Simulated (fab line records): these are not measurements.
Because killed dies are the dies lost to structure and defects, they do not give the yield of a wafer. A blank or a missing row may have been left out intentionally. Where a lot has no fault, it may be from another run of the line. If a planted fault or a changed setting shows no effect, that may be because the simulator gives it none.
fab line records -- flow n5Finfet
record lots=10, wafers=30, lastDay=15
route steps=1938 shown BEOL_M4@1111 BEOL_M6@1250 BEOL_M7@1264 PASSIVATION@1936
lots that met no fault: taken from a fault-free run of the same line
startH: start of the lot's first displayed wafer, in hours after the record's first day -- waitH: hours from the lot's prior step to this one -- " identical to the entry in the row above -- L1.1+2: a row that stands for several wafers -- - no value present, or no start provided -- * or withheld: withheld -- < > ~ a bound
route shown NAME@n: names a module that has steps shown in the file, with the first one's number in the route -- usual: the fault-free wafers' mean and standard deviation -- same: alike in all rows -- chamber/n: place in a boat -- sites: each site's reading -- _std_site: standard deviation of those values -- _edge_site: outer sites' mean less inner sites' -- radiusMm: for every site, how far away it sits from the centre of the wafer -- mask NAME#n: copy n -- behind: tool/chamber where the wafer was last shaped -- hold: what put the lot on hold/how long, in hours/how the hold closed -- device: which transistor (n, p or np) failed to switch -- end of line: tests run on the same wafers once the route is complete -- a step given without rows: its recipe and nothing more -- killed: the dies lost at the first sort to structure and to defects; this is not the yield of the wafer -- map: shows each die of a wafer: x if killed, . if not, _ if none is there
set.NAME: the setting as run; set.NAME@STEP: as run at that earlier step -- model.NAME: the simulator's own value behind a step, which no gauge read
the route's steps for a sample of lots (tables are steps, rows are wafers)
services: from which hour (startH, from the record's first day; less than 0 if before it) a tool's chamber was out of use, for how many hours, and why
## steps
# step N5_BEOL_M4_RC_MEAS_101
# usual DIBL_N=36.3/1.7, DIBL_P=36.5/1.8, IOFF_N=0.16/0.033, IOFF_P=0.21/0.037, ION_N=675/11, ION_P=462/7.9, SS_N=71.6/0.64, SS_P=73.3/0.68, VT_N=249/3.3, VT_P=-250/3.3
lot.wafer,tool,chamber,startH,waitH,DIBL_N[mV/V],DIBL_P[mV/V],IOFF_N[nA/um],IOFF_P[nA/um],ION_N[uA/um],ION_P[uA/um],SS_N[mV/dec],SS_P[mV/dec],VT_N[mV],VT_P[mV]
L514.1,prober-02,0,179.55,0.0,33.6,34.1,0.14,0.21,673,467,71.1,73.2,248,-248
L514.3,prober-02,0,179.55,0.0,36.4,37.0,0.18,0.25,679,468,72.3,73.4,250,-249
L514.5,prober-02,0,179.55,0.0,35.8,36.4,0.17,0.24,676,467,71.8,73.1,249,-246
L516.2,prober-01,0,181.49,0.2,35.7,36.1,0.15,0.18,682,467,71.0,73.3,251,-251
L516.5,prober-01,0,181.49,0.2,33.6,33.4,0.11,0.14,681,462,71.0,72.8,255,-257
L516.6,prober-01,0,181.49,0.2,36.1,36.5,0.14,0.18,677,463,71.5,73.3,253,-253
L521.1,prober-02,0,207.58,0.0,37.4,38.4,0.18,0.24,660,460,72.2,73.5,251,-247
L521.3,prober-02,0,207.58,0.0,35.1,34.8,0.14,0.18,658,445,71.9,72.8,254,-251
L521.6,prober-02,0,207.58,0.0,32.3,33.3,0.11,0.16,657,457,70.5,72.1,255,-254
L523.2,prober-01,0,223.35,0.2,34.9,35.2,0.15,0.22,679,467,71.0,73.7,249,-250
L523.5,prober-01,0,223.35,0.2,35.6,36.8,0.16,0.23,675,467,71.6,74.1,249,-248
L523.6,prober-01,0,223.35,0.2,33.3,33.1,0.12,0.19,690,479,70.1,72.8,254,-249
L522.1,prober-02,0,223.77,0.1,34.4,34.8,0.11,0.16,662,448,70.0,72.8,253,-257
L522.2,prober-02,0,223.77,0.1,36.1,37.7,0.14,0.21,653,460,70.6,73.9,253,-251
L522.3,prober-02,0,223.77,0.1,36.9,38.2,0.15,0.20,662,450,71.1,73.8,251,-253
L524.1,prober-01,0,225.25,0.0,35.8,36.3,0.16,0.20,684,464,71.3,72.9,249,-251
L524.4,prober-01,0,225.25,0.0,35.6,34.7,0.15,0.17,666,450,71.1,72.7,249,-253
L524.5,prober-01,0,225.25,0.0,34.2,33.9,0.13,0.17,657,448,71.1,72.1,251,-253
L525.2,prober-02,0,231.18,0.2,37.2,37.8,0.19,0.25,685,472,72.0,72.9,246,-244
L525.4,prober-02,0,231.18,0.2,37.7,39.0,0.19,0.27,675,466,72.6,73.8,246,-247
L525.6,prober-02,0,231.18,0.2,35.5,36.4,0.16,0.23,683,475,71.1,73.1,249,-248
L526.1,prober-02,0,250.98,0.0,38.8,39.3,0.21,0.25,672,458,71.6,74.9,245,-249
L526.3,prober-02,0,250.98,0.0,36.4,34.7,0.15,0.17,665,448,71.3,72.5,253,-253
L526.5,prober-02,0,250.98,0.0,38.9,38.0,0.21,0.22,676,453,72.8,74.5,248,-250
L529.2,prober-02,0,258.71,0.2,38.3,38.1,0.17,0.20,681,455,72.2,74.4,250,-254
L529.3,prober-02,0,258.71,0.2,37.4,36.6,0.15,0.19,660,457,72.0,73.6,252,-255
L529.4,prober-02,0,258.71,0.2,39.3,38.4,0.17,0.20,661,450,73.0,73.8,251,-253
L530.3,prober-02,0,264.16,0.3,37.3,35.4,0.16,0.22,675,466,71.4,72.8,247,-246
L530.4,prober-02,0,264.16,0.3,35.6,34.2,0.15,0.22,703,481,71.4,72.5,246,-244
L530.6,prober-02,0,264.16,0.3,35.4,34.3,0.14,0.21,677,469,71.2,72.8,249,-245
# step N5_BEOL_M6_PRE_CLEAN_45
# recipe gas=H2/He, timeS=30, tempC=250
# usual heaterPowerW=355/51
lot.wafer,tool,chamber,startH,waitH,heaterPowerW
L514.1,pvdSputter-01,-,198.19,0.0,321
L514.3,pvdSputter-01,-,198.19,0.0,438
L514.5,pvdSputter-01,-,198.19,0.0,329
L516.2,pvdSputter-01,-,201.73,0.0,426
L516.5,pvdSputter-01,-,201.73,0.0,322
L516.6,pvdSputter-01,-,201.73,0.0,262
L521.1,pvdSputter-03,-,226.48,0.0,331
L521.3,pvdSputter-03,-,226.48,0.0,310
L521.6,pvdSputter-03,-,226.48,0.0,403
L523.2,pvdSputter-01,-,239.70,0.0,264
L523.5,pvdSputter-01,-,239.70,0.0,338
L523.6,pvdSputter-01,-,239.70,0.0,430
L522.1,pvdSputter-01,-,243.10,0.0,432
L522.2,pvdSputter-01,-,243.10,0.0,264
L522.3,pvdSputter-01,-,243.10,0.0,331
L524.1,pvdSputter-01,-,246.81,0.0,435
L524.4,pvdSputter-01,-,246.81,0.0,330
L524.5,pvdSputter-01,-,246.81,0.0,438
L525.2,pvdSputter-02,-,252.46,0.0,412
L525.4,pvdSputter-02,-,252.46,0.0,324
L525.6,pvdSputter-02,-,252.46,0.0,328
L526.1,pvdSputter-01,-,266.29,0.0,438
L526.3,pvdSputter-01,-,266.29,0.0,339
L526.5,pvdSputter-01,-,266.29,0.0,330
L530.3,pvdSputter-02,-,283.96,0.0,413
L530.4,pvdSputter-02,-,283.96,0.0,324
L530.6,pvdSputter-02,-,283.96,0.0,313
L529.2,pvdSputter-02,-,284.57,0.0,413
L529.3,pvdSputter-02,-,284.57,0.0,332
L529.4,pvdSputter-02,-,284.57,0.0,414
# step N5_BEOL_M6_SPUTTER_48
# recipe material=Cu, targetThkA=100, tempC=-20, biasV=60, powerW=26000, chamberPressurePa=0.13, timeS=1.667
# usual biasV=60.0/0.61, cathodeDcPowerW=26000/4.5, throttleValvePct=30.5/0.81
lot.wafer,tool,chamber,startH,waitH,biasV,cathodeDcPowerW,throttleValvePct
L514.1,pvdSputter-02,-,198.79,0.1,59.5,25995,29.9
L514.3,pvdSputter-02,-,198.79,0.1,60.6,25996,29.5
L514.5,pvdSputter-02,-,198.79,0.1,60.4,25992,29.9
L516.2,pvdSputter-02,-,202.47,0.1,59.5,26000,29.5
L516.5,pvdSputter-02,-,202.47,0.1,60.4,26003,31.4
L516.6,pvdSputter-02,-,202.47,0.1,61.0,25994,29.9
L521.1,pvdSputter-03,-,227.36,0.1,59.9,26000,29.7
L521.3,pvdSputter-03,-,227.36,0.1,60.3,26002,29.3
L521.6,pvdSputter-03,-,227.36,0.1,60.1,26000,29.7
L523.2,pvdSputter-01,-,240.50,0.2,60.1,26001,32.1
L523.5,pvdSputter-01,-,240.50,0.2,59.4,26001,30.4
L523.6,pvdSputter-01,-,240.50,0.2,59.9,26011,31.3
L522.1,pvdSputter-02,-,243.88,0.2,59.0,26002,29.8
L522.2,pvdSputter-02,-,243.88,0.2,60.9,25996,31.4
L522.3,pvdSputter-02,-,243.88,0.2,59.0,26002,29.6
L524.1,pvdSputter-01,-,247.67,0.1,58.8,25999,31.7
L524.4,pvdSputter-01,-,247.67,0.1,59.5,25992,30.3
L524.5,pvdSputter-01,-,247.67,0.1,59.4,25994,31.4
L525.2,pvdSputter-01,-,253.06,0.1,60.9,25998,31.3
L525.4,pvdSputter-01,-,253.06,0.1,60.8,25999,30.5
L525.6,pvdSputter-01,-,253.06,0.1,59.8,25999,30.4
L526.1,pvdSputter-01,-,266.91,0.1,59.8,26006,31.4
L526.3,pvdSputter-01,-,266.91,0.1,58.8,25998,31.8
L526.5,pvdSputter-01,-,266.91,0.1,59.3,25998,30.4
L530.3,pvdSputter-03,-,284.92,0.2,-,-,-
L530.4,pvdSputter-03,-,284.92,0.2,-,-,-
L530.6,pvdSputter-03,-,284.92,0.2,-,-,-
L529.2,pvdSputter-02,-,285.49,0.2,-,-,-
L529.3,pvdSputter-02,-,285.49,0.2,-,-,-
L529.4,pvdSputter-02,-,285.49,0.2,-,-,-
# step N5_BEOL_M6_ANNEAL_51
# recipe tempC=225, timeS=90, ambient=N2
# usual wafer_temp_C_max=225.82/0.24
lot.wafer,tool,chamber,startH,waitH,wafer_temp_C_max
L514.1,rtpAnneal-01,0,199.44,0.5,226.07
L514.3,rtpAnneal-01,0,199.44,0.5,225.86
L514.5,rtpAnneal-01,0,199.44,0.5,225.67
L516.2,rtpAnneal-01,0,202.96,0.4,226.15
L516.5,rtpAnneal-01,0,202.96,0.4,225.97
L516.6,rtpAnneal-01,0,202.96,0.4,225.87
L521.1,rtpAnneal-01,0,227.57,0.1,225.96
L521.3,rtpAnneal-01,0,227.57,0.1,225.92
L521.6,rtpAnneal-01,0,227.57,0.1,225.89
L523.2,rtpAnneal-02,0,240.82,0.2,225.69
L523.5,rtpAnneal-02,0,240.82,0.2,225.61
L523.6,rtpAnneal-02,0,240.82,0.2,225.53
L522.1,rtpAnneal-02,0,244.30,0.3,225.99
L522.2,rtpAnneal-02,0,244.30,0.3,226.00
L522.3,rtpAnneal-02,0,244.30,0.3,225.99
L524.1,rtpAnneal-02,0,248.05,0.2,225.95
L524.4,rtpAnneal-02,0,248.05,0.2,226.07
L524.5,rtpAnneal-02,0,248.05,0.2,225.90
L525.2,rtpAnneal-02,0,253.31,0.1,225.86
L525.4,rtpAnneal-02,0,253.31,0.1,225.96
L525.6,rtpAnneal-02,0,253.31,0.1,226.01
L526.1,rtpAnneal-01,0,267.20,0.2,225.75
L526.3,rtpAnneal-01,0,267.20,0.2,225.79
L526.5,rtpAnneal-01,0,267.20,0.2,225.85
L530.3,rtpAnneal-02,0,285.22,0.1,226.07
L530.4,rtpAnneal-02,0,285.22,0.1,225.55
L530.6,rtpAnneal-02,0,285.22,0.1,226.03
L529.2,rtpAnneal-01,0,286.04,0.4,225.68
L529.3,rtpAnneal-01,0,286.04,0.4,225.40
L529.4,rtpAnneal-01,0,286.04,0.4,225.75
# step N5_BEOL_M6_CMP_52
# recipe stopOn=SiCOH_lowk, tOverpolishS=6.9, downForcePsi=1, platenRpm=50, clearingPlatenDownForcePsi=1.5, clearingPlatenRpm=50, postCmpClean=cuAlkaline, targetThkNm=80, clearingPlatenPadVelocityMS=0.99484, padVelocityMS=0.99484
# usual edgeZonePressureFrac=1.000/0.0051, motorCurrentA=6.1/0.45, padLifeWafers=1329/530, timeToEndpointS=61/3.5
lot.wafer,tool,chamber,startH,waitH,edgeZonePressureFrac,motorCurrentA,padLifeWafers,timeToEndpointS
L514.1,cmp-03,1,199.78,0.3,0.992,5.5,1249,59
L514.3,cmp-03,3,199.78,0.3,0.995,5.9,1251,60
L514.5,cmp-03,0,199.78,0.3,1.001,6.2,-,63
L516.2,cmp-02,1,203.22,0.2,0.999,5.9,624,63
L516.5,cmp-02,1,203.22,0.2,0.995,6.6,-,61
L516.6,cmp-02,2,203.22,0.2,1.002,5.6,-,62
L521.3,cmp-02,3,227.91,0.2,1.008,6.4,823,61
L521.1,cmp-02,1,227.91,0.2,0.999,6.0,825,60
L521.6,cmp-02,3,227.91,0.2,0.998,6.4,-,61
L523.2,cmp-02,0,241.19,0.3,0.991,5.7,915,67
L523.6,cmp-02,1,241.19,0.3,1.003,6.3,-,64
L523.5,cmp-02,2,241.19,0.3,0.994,6.2,-,65
L522.3,cmp-02,3,244.60,0.2,1.013,6.3,942,70
L522.2,cmp-02,1,244.60,0.2,0.995,6.0,944,61
L522.1,cmp-02,2,244.60,0.2,1.002,6.0,945,63
L524.1,cmp-04,0,248.47,0.4,0.997,5.1,1940,60
L524.4,cmp-04,1,248.47,0.4,1.003,6.7,1941,58
L524.5,cmp-04,3,248.47,0.4,1.000,7.0,-,60
L525.4,cmp-02,2,253.57,0.1,0.992,6.0,1026,64
L525.2,cmp-02,0,253.57,0.1,0.996,6.1,1028,68
L525.6,cmp-02,2,253.57,0.1,0.999,5.8,-,63
L526.3,cmp-03,1,267.54,0.2,1.009,5.5,1825,60
L526.1,cmp-03,2,267.54,0.2,1.005,6.3,1826,61
L526.5,cmp-03,1,267.54,0.2,1.008,5.2,-,60
L530.4,cmp-02,1,285.43,0.1,1.006,5.7,1356,1
L530.3,cmp-02,2,285.43,0.1,1.004,5.8,1357,0
L530.6,cmp-02,1,285.43,0.1,1.002,5.9,-,0
L529.4,cmp-04,2,286.33,0.2,1.007,5.9,2185,0
L529.3,cmp-04,3,286.33,0.2,1.003,6.7,2186,0
L529.2,cmp-04,0,286.33,0.2,0.997,5.5,2187,0
# step N5_BEOL_M7_CURE_74
# recipe tempC=385, timeS=240, ambient=He/Ar, material=SiCOH_lowk
# usual lampPowerPct=52.31/0.054, wafer_temp_C_max=386.8/0.73
lot.wafer,tool,chamber,startH,waitH,lampPowerPct,wafer_temp_C_max
L514.1,uvCure-02,0,200.29,0.0,52.31,387.8
L514.3,uvCure-02,0,200.29,0.0,52.18,386.7
L514.5,uvCure-02,0,200.29,0.0,52.37,387.5
L516.2,uvCure-03,2,204.18,0.5,52.34,385.8
L516.5,uvCure-03,2,204.18,0.5,52.22,385.9
L516.6,uvCure-03,2,204.18,0.5,52.26,386.2
L521.1,uvCure-03,1,228.42,0.0,52.32,386.1
L521.3,uvCure-03,1,228.42,0.0,52.33,385.7
L521.6,uvCure-03,1,228.42,0.0,52.37,386.2
L523.2,uvCure-02,0,241.79,0.2,52.27,387.7
L523.5,uvCure-02,0,241.79,0.2,52.32,387.5
L523.6,uvCure-02,0,241.79,0.2,52.32,388.0
L522.1,uvCure-03,2,245.17,0.0,52.30,386.0
L522.2,uvCure-03,2,245.17,0.0,52.36,386.5
L522.3,uvCure-03,2,245.17,0.0,52.31,385.9
L524.1,uvCure-01,0,248.94,0.0,52.33,387.6
L524.4,uvCure-01,0,248.94,0.0,52.28,386.5
L524.5,uvCure-01,0,248.94,0.0,52.33,387.2
L525.2,uvCure-01,0,254.20,0.1,52.39,387.0
L525.4,uvCure-01,0,254.20,0.1,52.37,387.1
L525.6,uvCure-01,0,254.20,0.1,52.36,386.9
L526.1,uvCure-01,0,268.05,0.0,52.32,386.6
L526.3,uvCure-01,0,268.05,0.0,52.35,386.4
L526.5,uvCure-01,0,268.05,0.0,52.31,386.7
# step N5_PASSIVATION_PROBE_49
# usual defectLimitedYield=91.3/1.5, killed_at_M0_to_M3=34/9.4, killed_at_M4_up=13/5.3, killedAtContacts=13/5.7, killedAtFrontEnd=40/10, killedAtOther=3.7/2.8, killedDies=103/17, killedOnRim=13/4.2, killedOpen=67/13, killedShort=35/8.5, sort_bin_5_function=5.0/0.98, sort_bin_6_memory=3.3/0.7, sortNPass=1077/17, sortYieldPct=91.3/1.5
# same grossDies=1180, killedAtBackSide=0, sort_bin_4_leakage[%]=0, sort_bin_8_speed[%]=0
lot.wafer,tool,chamber,startH,waitH,defectLimitedYield[%],killed_at_M0_to_M3,killed_at_M4_up,killedAtContacts,killedAtFrontEnd,killedAtOther,killedDies,killedOnRim,killedOpen,killedShort,sort_bin_5_function[%],sort_bin_6_memory[%],sortNPass,sortYieldPct[%]
L526.1,prober-01,-,355.52,0.0,90.8,24,17,11,51,5,108,10,70,37,5.1,3.7,1072,90.8
L526.3,prober-01,-,355.62,0.1,90.5,25,6,18,59,4,112,15,68,44,5.7,3.5,1068,90.5
L530.3,prober-02,-,365.44,0.1,0,42,1097,1,35,5,1180,152,82,22,96.1,3.9,0,0
L530.4,prober-02,-,365.49,0.2,0,26,1102,17,34,1,1180,152,62,30,96.6,3.0,0,0
L530.6,prober-02,-,365.59,0.3,0,39,1113,5,19,4,1180,152,54,17,97.7,1.9,0,0
L529.2,prober-02,-,370.13,0.2,0,28,1085,12,48,7,1180,152,76,35,95.6,4.2,0,0
L529.3,prober-02,-,370.18,0.3,0,42,1099,2,32,5,1180,152,70,24,96.6,3.0,0,0
L529.4,prober-02,-,370.23,0.3,0,31,1113,3,31,2,1180,152,48,27,97.4,2.3,0,0
# killed by level:class
L526.1 MOL_CONTACT_COAG:geometricParticle:open=10 BEOL_M2:geometricParticle:open=9 STI_FIN_REVEAL:geometricParticle:open=7 FIN_SAQP:geometricParticle:open=6 GATE_CUT:geometricParticle:short=6 GATE_CUT:geometricParticle:open=6 BEOL_M4:geometricParticle:open=6 STARTING-WAFER:geometricParticle:short=5
L526.3 FIN_SAQP:geometricParticle:open=13 MOL_CONTACT_COAG:geometricParticle:open=11 BEOL_M2:geometricParticle:open=10 STI_FIN_REVEAL:geometricParticle:open=8 FIN_SAQP:geometricParticle:short=7 MOL_CONTACT_COAG:geometricParticle:short=7 STI_FIN_REVEAL:geometricParticle:short=6 ILD0:geometricParticle:short=5
L530.3 BEOL_M6:areaSputter=552 BEOL_M6:areaEcd=524 BEOL_M3:geometricParticle:open=17 BEOL_M4:geometricParticle:open=14 STI_FIN_REVEAL:geometricParticle:open=12 BEOL_M2:geometricParticle:open=6 FIN_SAQP:geometricParticle:open=5 DUMMY_GATE:geometricParticle:open=5
L530.4 BEOL_M6:areaSputter=568 BEOL_M6:areaEcd=520 MOL_CONTACT_COAG:geometricParticle:open=12 BEOL_M3:geometricParticle:open=9 STI_FIN_REVEAL:geometricParticle:open=7 BEOL_M0_SAQP:geometricParticle:short=7 GATE_CUT:geometricParticle:short=6 BEOL_M4:geometricParticle:open=6
L530.6 BEOL_M6:areaSputter=561 BEOL_M6:areaEcd=547 BEOL_M3:geometricParticle:open=12 BEOL_M2:geometricParticle:open=7 MOL_CONTACT_COAG:geometricParticle:open=5 STI_FIN_REVEAL:geometricParticle:open=4 BEOL_M0_SAQP:geometricParticle:open=4 BEOL_M0:geometricParticle:open=4
L529.2 BEOL_M6:areaEcd=536 BEOL_M6:areaSputter=532 FIN_SAQP:geometricParticle:open=15 MOL_CONTACT_COAG:geometricParticle:open=9 BEOL_M2:geometricParticle:open=9 DUMMY_GATE:geometricParticle:open=8 BEOL_M0_SAQP:geometricParticle:short=7 BEOL_M4:geometricParticle:open=7
L529.3 BEOL_M6:areaSputter=549 BEOL_M6:areaEcd=537 BEOL_M4:geometricParticle:open=10 FIN_SAQP:geometricParticle:open=9 DUMMY_GATE:geometricParticle:open=9 BEOL_M0_SAQP:geometricParticle:short=9 BEOL_M1:geometricParticle:open=7 BEOL_M3:geometricParticle:open=7
L529.4 BEOL_M6:areaSputter=565 BEOL_M6:areaEcd=538 FIN_SAQP:geometricParticle:open=10 BEOL_M0_SAQP:geometricParticle:short=9 DUMMY_GATE:geometricParticle:open=7 BEOL_M0_SAQP:geometricParticle:open=7 BEOL_M3:geometricParticle:open=7 BEOL_M4:geometricParticle:open=7
## services
tool,chamber,startH,hours,kind
cmp-03,-,185.30,6.0,repair
uvCure-01,-,201.85,7.1,repair
uvCure-02,-,221.70,1.0,pm
cmp-04,-,239.30,0.7,repair
uvCure-02,-,248.79,5.7,repair
uvCure-02,-,259.17,1.2,repair
cmp-03,-,260.77,3.3,pm
cmp-04,-,262.37,5.8,repair
uvCure-03,-,266.49,0.5,repair
cmp-03,-,273.35,1.4,repair
pvdSputter-03,-,278.15,5.5,repair
cmp-04,-,279.00,5.4,pm
## key
firstSign step=N5_BEOL_M6_SPUTTER_48, reading=toolRecord, direction=missing
effect step=N5_BEOL_M6_CMP_52, reading=timeToEndpointS, direction=down, sigmas=17, usual=*, struck=*
effect step=N5_PASSIVATION_PROBE_49, reading=killed_at_M4_up, direction=up, sigmas=99+, usual=13, struck=1102
moreKillsBornAt N5_BEOL_M6_SPUTTER_48@pvdSputter-03=1681, N5_BEOL_M6_SPUTTER_48@pvdSputter-02=1646, N5_BEOL_M6_ECD_50@ecdCu-02=1611
metAt N5_BEOL_M6_SPUTTER_48
struckLots L529,L530
laterRowsLeftOut L529.2,L529.3,L529.4,L530.3,L530.4,L530.6
notActingAt N5_BEOL_M6_PRE_CLEAN_45,N5_BEOL_M6_ANNEAL_51,N5_BEOL_M7_CURE_74
onsetBetween 243.88 284.92
fault kind=skippedStepWhole, tool=pvdSputter-02,pvdSputter-03, chamber=-, onsetH=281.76, steps=N5_BEOL_M6_SPUTTER_48, scope=struckLotsOnly
# laterRowsLeftOut: the simulator's readings of these wafers behind a module that went badly wrong aren't trusted and aren't shown, but for the sort
